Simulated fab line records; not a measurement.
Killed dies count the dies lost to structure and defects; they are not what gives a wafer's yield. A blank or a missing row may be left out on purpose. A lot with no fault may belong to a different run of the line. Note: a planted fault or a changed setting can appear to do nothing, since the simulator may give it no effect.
Chamber matching :: flow nand_harc :: 3 sister chambers for NHARC_A_STAIRCASE_DEP_325 on pecvd-01
The step deposits SiO2, target thk 7200 nm. 6 wafers are shown with their chamber, then 8 later ones without.

WAFERS, EACH WITH ITS CHAMBER
wafer: L085.3
chamber: 1
heater_power_w (W): 730

wafer: L085.6
chamber: 2
heater_power_w (W): 541

wafer: L087.2
chamber: 0
heater_power_w (W): 916

wafer: L087.4
chamber: 1
heater_power_w (W): 644

wafer: L087.5
chamber: 2
heater_power_w (W): 537

wafer: L089.1
chamber: 0
heater_power_w (W): 775

WAFERS WITHOUT THEIR CHAMBER
wafer: L089.2
heater_power_w (W): 597

wafer: L089.3
heater_power_w (W): 706

wafer: L092.1
heater_power_w (W): 931

wafer: L092.3
heater_power_w (W): 723

wafer: L092.6
heater_power_w (W): 635

wafer: L093.3
heater_power_w (W): 852

wafer: L093.5
heater_power_w (W): 772

wafer: L093.6
heater_power_w (W): 558

WHICH CHAMBER EACH WENT THROUGH
wafer: L089.2
from the rows above: can't be placed: 2 or 1
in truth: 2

wafer: L089.3
from the rows above: can't be placed: 1 or 0
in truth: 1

wafer: L092.1
from the rows above: 0
in truth: 0

wafer: L092.3
from the rows above: can't be placed: 1 or 0
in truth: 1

wafer: L092.6
from the rows above: can't be placed: 1 or 2
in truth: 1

wafer: L093.3
from the rows above: 0
in truth: 0

wafer: L093.5
from the rows above: can't be placed: 0 or 1
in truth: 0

wafer: L093.6
from the rows above: can't be placed: 2 or 1
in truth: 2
2 of 8 placed correctly. Can't be placed from these rows: 6 (the true chamber is among the candidates in 6). Wrongly placed: 0.
How it was worked out, from the rows above alone: a wafer's distance from a chamber is the root of the sum, over the readings, of the square of ((its reading less the chamber's mean) divided by the reading's scatter). If the next closest chamber is less than 2 further off than the closest, the wafer can't be placed; otherwise it belongs to the closest. Each chamber's mean is taken over the wafers shown for it. The scatter: the root of (the sum of the squares of (reading less its chamber's mean) over the shown wafers, divided by (wafers less chambers)).
